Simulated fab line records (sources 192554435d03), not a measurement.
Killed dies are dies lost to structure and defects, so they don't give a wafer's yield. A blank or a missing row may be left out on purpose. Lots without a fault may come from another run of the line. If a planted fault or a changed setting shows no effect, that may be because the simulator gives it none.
Lot-split experiment :: flow n5Finfet :: route with 1938 steps; 7 lots, 21 wafers read

ABOUT THE SPLIT
At N5_BEOL_M0_CUTY_ETCH_63 (etches SOC in N2/H2, target depth 82.7 nm, overetch 16.5 nm, time 124 s), the setting timeS was moved away from the recipe's 124 s on 10 of the 21 wafers read, by -15.7% to +20.6%. For the rest of the wafers, this setting stayed at what the recipe calls for.

The reading is taken at the split's own step.

THE READING
SiO2_of_BEOL_M0_SAQP_SPACER2_ALD_26.thkNm (the simulator's own value, which no gauge read), in nm, at N5_BEOL_M0_CUTY_ETCH_63 (etches SOC in N2/H2, target depth 82.7 nm, overetch 16.5 nm, time 124 s). No usual value for it is given in the file. Average 7.2 nm, standard deviation 0.13 nm, over the 11 wafers here run with the recipe.

wafer: L077.1
tool, chamber at the split: rieDiel-06, 3
timeS as run, s: 116.2
against the recipe: -6.3%
SiO2_of_BEOL_M0_SAQP_SPACER2_ALD_26.thkNm, nm: 7.6
against lot-mates on the recipe: +0.4

wafer: L077.5
tool, chamber at the split: rieDiel-06, 3
timeS as run, s: 116.2
against the recipe: -6.3%
SiO2_of_BEOL_M0_SAQP_SPACER2_ALD_26.thkNm, nm: 7.6
against lot-mates on the recipe: +0.4

wafer: L077.6
tool, chamber at the split: rieDiel-06, 2
timeS as run, s: 124
against the recipe: recipe
SiO2_of_BEOL_M0_SAQP_SPACER2_ALD_26.thkNm, nm: 7.2
against lot-mates on the recipe: -

wafer: L074.1
tool, chamber at the split: rieDiel-05, 1
timeS as run, s: 124
against the recipe: recipe
SiO2_of_BEOL_M0_SAQP_SPACER2_ALD_26.thkNm, nm: 7.2
against lot-mates on the recipe: -

wafer: L074.3
tool, chamber at the split: rieDiel-05, 0
timeS as run, s: 104.5
against the recipe: -15.7%
SiO2_of_BEOL_M0_SAQP_SPACER2_ALD_26.thkNm, nm: 7.6
against lot-mates on the recipe: +0.5

wafer: L074.4
tool, chamber at the split: rieDiel-05, 2
timeS as run, s: 124
against the recipe: recipe
SiO2_of_BEOL_M0_SAQP_SPACER2_ALD_26.thkNm, nm: 7
against lot-mates on the recipe: -

wafer: L079.3
tool, chamber at the split: rieDiel-03, 3
timeS as run, s: 124
against the recipe: recipe
SiO2_of_BEOL_M0_SAQP_SPACER2_ALD_26.thkNm, nm: 7.2
against lot-mates on the recipe: -

wafer: L079.5
tool, chamber at the split: rieDiel-03, 3
timeS as run, s: 124
against the recipe: recipe
SiO2_of_BEOL_M0_SAQP_SPACER2_ALD_26.thkNm, nm: 7.2
against lot-mates on the recipe: -

wafer: L079.4
tool, chamber at the split: rieDiel-03, 0
timeS as run, s: 145.7
against the recipe: +17.5%
SiO2_of_BEOL_M0_SAQP_SPACER2_ALD_26.thkNm, nm: 6.8
against lot-mates on the recipe: -0.4

wafer: L083.1
tool, chamber at the split: rieDiel-05, 1
timeS as run, s: 140.8
against the recipe: +13.5%
SiO2_of_BEOL_M0_SAQP_SPACER2_ALD_26.thkNm, nm: 6.8
against lot-mates on the recipe: -0.6

wafer: L083.2
tool, chamber at the split: rieDiel-05, 3
timeS as run, s: 124
against the recipe: recipe
SiO2_of_BEOL_M0_SAQP_SPACER2_ALD_26.thkNm, nm: 7.4
against lot-mates on the recipe: -

wafer: L083.4
tool, chamber at the split: rieDiel-05, 2
timeS as run, s: 140.8
against the recipe: +13.5%
SiO2_of_BEOL_M0_SAQP_SPACER2_ALD_26.thkNm, nm: 6.6
against lot-mates on the recipe: -0.8

wafer: L091.2
tool, chamber at the split: rieDiel-05, 1,2
timeS as run, s: 137
against the recipe: +10.5%
SiO2_of_BEOL_M0_SAQP_SPACER2_ALD_26.thkNm, nm: 6.6
against lot-mates on the recipe: -0.8

wafer: L091.6
tool, chamber at the split: rieDiel-05, 1,2
timeS as run, s: 137
against the recipe: +10.5%
SiO2_of_BEOL_M0_SAQP_SPACER2_ALD_26.thkNm, nm: 6.6
against lot-mates on the recipe: -0.8

wafer: L091.5
tool, chamber at the split: rieDiel-05, 3
timeS as run, s: 124
against the recipe: recipe
SiO2_of_BEOL_M0_SAQP_SPACER2_ALD_26.thkNm, nm: 7.4
against lot-mates on the recipe: -

wafer: L092.2
tool, chamber at the split: rieDiel-06, 1
timeS as run, s: 124
against the recipe: recipe
SiO2_of_BEOL_M0_SAQP_SPACER2_ALD_26.thkNm, nm: 7.4
against lot-mates on the recipe: -

wafer: L092.3
tool, chamber at the split: rieDiel-06, 0
timeS as run, s: 124
against the recipe: recipe
SiO2_of_BEOL_M0_SAQP_SPACER2_ALD_26.thkNm, nm: 7
against lot-mates on the recipe: -

wafer: L092.4
tool, chamber at the split: rieDiel-06, 2
timeS as run, s: 124
against the recipe: recipe
SiO2_of_BEOL_M0_SAQP_SPACER2_ALD_26.thkNm, nm: 7.2
against lot-mates on the recipe: -

wafer: L094.1
tool, chamber at the split: rieDiel-05, 1
timeS as run, s: 149.5
against the recipe: +20.6%
SiO2_of_BEOL_M0_SAQP_SPACER2_ALD_26.thkNm, nm: 6.6
against lot-mates on the recipe: -0.6

wafer: L094.3
tool, chamber at the split: rieDiel-05, 3
timeS as run, s: 149.5
against the recipe: +20.6%
SiO2_of_BEOL_M0_SAQP_SPACER2_ALD_26.thkNm, nm: 6.8
against lot-mates on the recipe: -0.4

wafer: L094.6
tool, chamber at the split: rieDiel-05, 1
timeS as run, s: 124
against the recipe: recipe
SiO2_of_BEOL_M0_SAQP_SPACER2_ALD_26.thkNm, nm: 7.2
against lot-mates on the recipe: -
When a row names more than one chamber, that row covers several wafers, and the file does not tell which wafer ran in which chamber.

THE FIT
A straight line over all 21 wafers: SiO2_of_BEOL_M0_SAQP_SPACER2_ALD_26.thkNm changes by -0.032 nm for each +1% of timeS; r = -0.88; the points scatter about the line by 0.17 nm.
The same after taking each lot's own level away (the mean of its wafers on the recipe; 21 wafers): -0.0365 nm for each +1%; r = -0.86; scatter 0.21 nm.
According to that fit, moving timeS by its largest amount changes the reading by 0.75 nm.
Measured against the standard deviation above, the lots' own levels, which go from 7.10 to 7.40 nm, span 2.2 times it.
Thus the slope moves with the lot-to-lot level: the two fits are different.
Check: -0.803 nm against its lot-mates is what the line predicts for one of the wafers moved furthest among these (+20.6%) when that wafer is left out of the fit. It came out at -0.6 nm against them.

FURTHER SPLITS ON THESE WAFERS
Note: prior to the reading, these wafers also went through further splits. Each is held against what the fit with the lots' levels taken away leaves over:
other split on the same wafers: N5_FIN_SAQP_COAT_50 spinRpm
wafers away from the commonest value: 6
r with SiO2_of_BEOL_M0_SAQP_SPACER2_ALD_26.thkNm (lot level and that fit taken away): +0.38

other split on the same wafers: N5_FIN_SAQP_DEVELOP_15 developTimeS
wafers away from the commonest value: 8
r with SiO2_of_BEOL_M0_SAQP_SPACER2_ALD_26.thkNm (lot level and that fit taken away): +0.29

other split on the same wafers: N5_SD_EPI_P_EPI_21 timeS
wafers away from the commonest value: 6
r with SiO2_of_BEOL_M0_SAQP_SPACER2_ALD_26.thkNm (lot level and that fit taken away): +0.04

other split on the same wafers: N5_SD_ACTIVATION_LSA_01 tempC
wafers away from the commonest value: 3
r with SiO2_of_BEOL_M0_SAQP_SPACER2_ALD_26.thkNm (lot level and that fit taken away): +0.01

other split on the same wafers: N5_BEOL_M0_SAQP_PECVD_04 timeS
wafers away from the commonest value: 7
r with SiO2_of_BEOL_M0_SAQP_SPACER2_ALD_26.thkNm (lot level and that fit taken away): -0.45

other split on the same wafers: N5_BEOL_M0_SAQP_EXPOSE_11 doseMj
wafers away from the commonest value: 5
r with SiO2_of_BEOL_M0_SAQP_SPACER2_ALD_26.thkNm (lot level and that fit taken away): +0.00

THE FILE'S OWN FIT
SiO2_of_BEOL_M0_SAQP_SPACER2_ALD_26.thkNm changes by -0.0348 nm for each +1% of timeS, r = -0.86.
